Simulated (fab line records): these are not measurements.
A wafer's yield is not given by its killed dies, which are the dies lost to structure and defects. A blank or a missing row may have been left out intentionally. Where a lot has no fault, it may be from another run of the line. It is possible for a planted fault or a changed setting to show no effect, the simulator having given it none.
Chamber matching + flow n5_finfet + N5_BEOL_M14_ETCH_68 on rie_diel-03 has 4 sister chambers
The step etches SOC in N2/H2, time 450 s. 4 wafers are shown with their chamber, then 8 later ones without.

WAFERS, EACH WITH ITS CHAMBER
| wafer  | chamber | showerhead_plenum_p_Torr (Torr) |
|--------|---------|---------------------------------|
| L088.1 | 0       | 2.54                            |
| L087.5 | 3       | 2.68                            |
| L087.6 | 2       | 2.38                            |
| L089.1 | 1       | 2.48                            |

WAFERS WHOSE CHAMBER IS MISSING
| wafer  | showerhead_plenum_p_Torr (Torr) |
|--------|---------------------------------|
| L089.3 | 2.53                            |
| L089.5 | 2.53                            |
| L093.1 | 2.48                            |
| L093.2 | 2.68                            |
| L093.3 | 2.53                            |
| L093.4 | 2.68                            |
| L093.5 | 2.53                            |
| L093.6 | 2.48                            |

WHICH CHAMBER EACH WENT THROUGH
| wafer  | from the rows above | in truth |
|--------|---------------------|----------|
| L089.3 | 0                   | 0        |
| L089.5 | 0                   | 0        |
| L093.1 | 1                   | 1        |
| L093.2 | 3                   | 3        |
| L093.3 | 0                   | 0        |
| L093.4 | 3                   | 3        |
| L093.5 | 0                   | 0        |
| L093.6 | 1                   | 1        |
Placed correctly: 8 of 8. Number that these rows cannot place: 0. Number placed wrongly: 0.
How it was worked out, from the rows above alone: a wafer's distance from a chamber is the root of the sum, over the readings, of the square of ((its reading less the chamber's mean) divided by the reading's scatter). The wafer belongs to the nearest chamber; if the next one is less than 2 further off, it can't be placed. The mean given for a chamber averages the wafers shown for that chamber. The scatter (one wafer shown for each chamber): square how far every hidden wafer sits from the nearest shown wafer, average those squares and take the square root.
